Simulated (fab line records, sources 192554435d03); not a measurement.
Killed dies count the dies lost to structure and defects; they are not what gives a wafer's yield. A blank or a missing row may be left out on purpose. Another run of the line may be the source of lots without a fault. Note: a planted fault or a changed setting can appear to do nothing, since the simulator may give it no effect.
A struck lot beside a sound one    flow n5 finfet    33 steps out of a route of 1938
Sound: the wafers L172.3, L172.5, L172.6. Wafers struck: L180.3, L180.4, L180.5. Last of all comes the cause.
For every step that has rows: the tool of each side, followed by ch and its chambers, followed by its first start. Under that, the readings that differ: sound wafers    struck wafers    difference of the means    sigmas: that difference in standard deviations of wafers without a fault.
alike: words and numbers the same on both sides, and readings whose means are apart by under 2 such deviations; not compared: readings that were withheld, readings missing a value for some wafer, numbers with overlapping values and no deviation given by the record, and bounds like >300 which may hide the same value.
A row with sigmas, a row that says differs or no value, or rows on one side alone: a step with any of these is where the two part. Numbers that don't overlap but have no deviation are shown without sigmas and don't part them. A reading that every wafer of one side lacks parts them only if that side has two wafers or more.

first, 1 step without rows for these wafers: N5_BEOL_M5_CMP_52 (polishes, stops on SiCOH lowk, t overpolish 6.9 s, target thk 62 nm).
N5_BEOL_M5_THK_MEAS_53: measures by xrf.
  struck on film metro-01, day 10 05:07; sound on film metro-02, day 8 01:59
  alike: M5_THK
then, 1 step without rows for these wafers: N5_BEOL_M5_PRE_CLEAN_77 (time 15 s).
N5_BEOL_M5_CO_CAP_78: material Co, precursor CCTBA/H2, target thk 2 nm, time 102.1 s.
  sound on cvd co-01 ch 0,1,2, day 8 02:05; struck on cvd co-02 ch 0,1,2, day 10 05:11
  alike: heater power outer w, heater power w
then, 1 step without rows for these wafers: N5_BEOL_M5_PRE_CLEAN_55 (time 15 s).
N5_BEOL_M5_DEP_56: deposits SiCN from 3MS/NH3, target thk 8 nm, time 14 s.
  sound on pecvd-02 ch 0,1, day 8 02:13; struck on pecvd-03 ch 0,1,2, day 10 05:18
  alike: chamber pressure Torr, rf fwd power W, showerhead plenum p Torr, throttle valve pct
N5_BEOL_M5_RS_MEAS_57: measurement is done with a four-point probe.
  struck on film metro-02, day 10 05:23; sound on film metro-01, day 8 02:17
  alike: M5_RS
N5_BEOL_M5_INSPECT_58: inspects for defects (darkfield).
  struck on defect inspect-01, day 10 05:25; sound on defect inspect-02, day 8 02:18
  alike: raw defect count
then, 2 steps without rows for these wafers: N5_BEOL_M6_ILD_DEP_00 (deposits SiCOH lowk from DEMS/porogen, target thk 179.75 nm, time 33.4 s); N5_BEOL_M6_CURE_74 (cures SiCOH lowk, time 240 s).
N5_BEOL_M6_THK_MEAS_01:
  struck on film metro-01, day 10 06:02; sound on film metro-02, day 8 02:55
  alike: M6_ILD_THK
N5_BEOL_M6_PECVD_70: deposits SiO2 from TEOS/O2, target thk 20 nm, time 22.7 s.
  sound on pecvd-01 ch 1,2, day 8 02:57; struck on pecvd-04 ch 0,1, day 10 06:04
  alike: heater power outer w, heater power w, showerhead plenum p Torr, throttle valve pct
N5_BEOL_M6_HM_DEP_02: deposits TiN, target thk 20 nm.
  struck on pvd sputter-02, day 10 06:50; sound on pvd sputter-03, day 8 04:00
  no value came back on the struck wafers for chamber pressure pa (Pa), substrate temp c (C), throttle valve pct (%); on the sound wafers chamber pressure pa (Pa) reads 0.4997 0.5005 0.4988
then, 8 steps without rows for these wafers: N5_BEOL_M6_COAT_59 (time 60 s, resist thk 100 nm); N5_BEOL_M6_COAT_60 (time 60 s, resist thk 35 nm); N5_BEOL_M6_COAT_05 (resist thk 90 nm); N5_BEOL_M6_EBR_07; N5_BEOL_M6_SOFTBAKE_06 (time 60 s); N5_BEOL_M6_EXPOSE_08 (exposes mask M6); N5_BEOL_M6_PEB_09 (peb time 60 s); N5_BEOL_M6_DEVELOP_10 (develop time 30 s).
N5_BEOL_M6_CD_MEAS_11: target cd 38.5 nm.
  sound on cd sem-03 ch 0, day 8 04:30; struck on cd sem-03 ch 0, day 10 07:12
  alike: cd nm
N5_BEOL_M6_OVL_MEAS_12:
  sound on overlay-02 ch 0, day 8 04:32; struck on overlay-01 ch 0, day 10 07:14
  alike: M6_OVL
N5_BEOL_M6_INSPECT_13: inspects for defects (brightfield).
  struck on defect inspect-02, day 10 07:16; sound on defect inspect-02, day 8 04:33
  alike: raw defect count
then, 1 step without rows for these wafers: N5_BEOL_M6_DESCUM_16 (chemistry O2, time 7.9 s).
N5_BEOL_M6_ETCH_61: etches SiARC in CF4, target depth 45.5 nm, time 75.8 s.
  sound on rie diel-03 ch 0,2,3, day 8 04:37; struck on rie diel-01 ch 0,1,3, day 10 08:28
  alike: drypump motor current A, etch rf on time s, mfc ar sccm, oes product au, rf vpp V, showerhead plenum p Torr, throttle valve pct
  not compared: rf hours counter h
then, 2 steps without rows for these wafers: N5_BEOL_M6_ETCH_62 (etches SOC in N2/H2, target depth 110 nm, overetch 22 nm, time 165 s); N5_BEOL_M6_STRIP_68 (strips in N2/H2).
N5_BEOL_M6_STRIP_67: strips in CF4.
  sound on rie diel-03 ch 0,2,3, day 8 04:49; struck on rie diel-01 ch 0,1,3, day 10 08:41
  alike: drypump motor current A, oes product au, rf vpp V, showerhead plenum p Torr, throttle valve pct
  not compared: rf hours counter h
N5_BEOL_M6_HM_OPEN_17: chemistry Cl2/BCl3, target TiN, target depth 20 nm, overetch 6 nm.
  sound on rie metal-02 ch 0, day 8 04:55; struck on rie metal-01 ch 0,1, day 10 08:45
reading                   sound              struck             difference  sigmas
oes product au (a.u.)     0.53 0.53 0.53     0.24 0.30 0.30     -0.25       -3
throttle valve pct (%)    22.29 22.28 22.28  22.93 22.96 22.96  +0.67       +6
model.etch.depth nm (nm)  20.22 19.99 20.21  0 0 0              -20         
  alike: drypump motor current A, mfc ar sccm
  not compared: rf hours counter h
then, 1 step without rows for these wafers: N5_BEOL_M6_STRIP_19 (strips in O2).
N5_BEOL_M6_CD_MEAS_18: pitch 80 nm, target cd 40 nm.
  struck on cd sem-03, day 10 09:01; sound on cd sem-03, day 8 05:19
reading     sound           struck  difference                     sigmas
cd nm (nm)  40.4 39.9 40.6  - - -   no value on the struck wafers  
then, 1 step without rows for these wafers: N5_BEOL_M6_COAT_63 (time 60 s, resist thk 60 nm).

## WHERE THEY PART
Last at N5_BEOL_M6_CD_MEAS_18 as far as this record goes, first at N5_BEOL_M6_HM_DEP_02.

WHY: the cause the simulator had injected
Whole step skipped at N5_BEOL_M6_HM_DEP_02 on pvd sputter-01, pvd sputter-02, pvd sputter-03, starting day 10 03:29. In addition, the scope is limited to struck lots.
